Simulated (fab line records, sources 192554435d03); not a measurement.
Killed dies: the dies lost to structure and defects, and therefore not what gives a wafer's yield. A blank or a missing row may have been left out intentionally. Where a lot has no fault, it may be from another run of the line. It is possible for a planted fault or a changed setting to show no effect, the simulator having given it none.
Matching of chambers    flow n5 finfet    N5_BEOL_M2_ALD_98 on ald sin-01 has 4 sister chambers
The step deposits SiO2, target thk 2.5 nm, pulse time 1 s, co reactant pulse time 1 s. 8 wafers are shown with their chamber, then 10 later ones without.

WAFERS PAIRED WITH THEIR CHAMBERS
wafer   chamber  heater power outer w (W)  heater power w (W)
L083.1  2        40.8                      78
L082.1  2        41.3                      77
L084.4  0        46.0                      87
L084.5  3        41.7                      79
L091.5  1        43.9                      83
L091.6  0        46.4                      89
L092.1  3        41.8                      79
L092.2  1        43.1                      83

WAFERS WITH NO CHAMBER GIVEN
wafer   heater power outer w (W)  heater power w (W)
L092.5  40.9                      78
L093.3  41.3                      77
L093.4  46.5                      89
L093.6  41.5                      79
L096.2  40.6                      78
L096.3  44.5                      84
L096.4  41.4                      79
L097.1  45.1                      83
L097.3  41.5                      79
L097.6  40.6                      78

CHAMBER TAKEN BY EACH
wafer   from the rows above      in truth
L092.5  can't be placed: 2 or 3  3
L093.3  can't be placed: 2 or 3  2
L093.4  0                        0
L093.6  can't be placed: 3 or 2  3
L096.2  2                        2
L096.3  1                        1
L096.4  can't be placed: 3 or 2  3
L097.1  1                        1
L097.3  can't be placed: 3 or 2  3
L097.6  2                        2
5 of 10 placed correctly. Unplaceable from these rows: 5, with the true chamber sitting among the candidates in 5. Placed wrongly: 0.
How it was worked out, from the rows above alone: a wafer's distance from a chamber is the root of the sum, over the readings, of the square of ((its reading less the chamber's mean) divided by the reading's scatter). If the next closest chamber is less than 2 further off than the closest, the wafer can't be placed; otherwise it belongs to the closest. For every chamber, the mean is computed from those of its wafers that are shown. The scatter: the root of (the sum of the squares of (reading less its chamber's mean) over the shown wafers, divided by (wafers less chambers)).
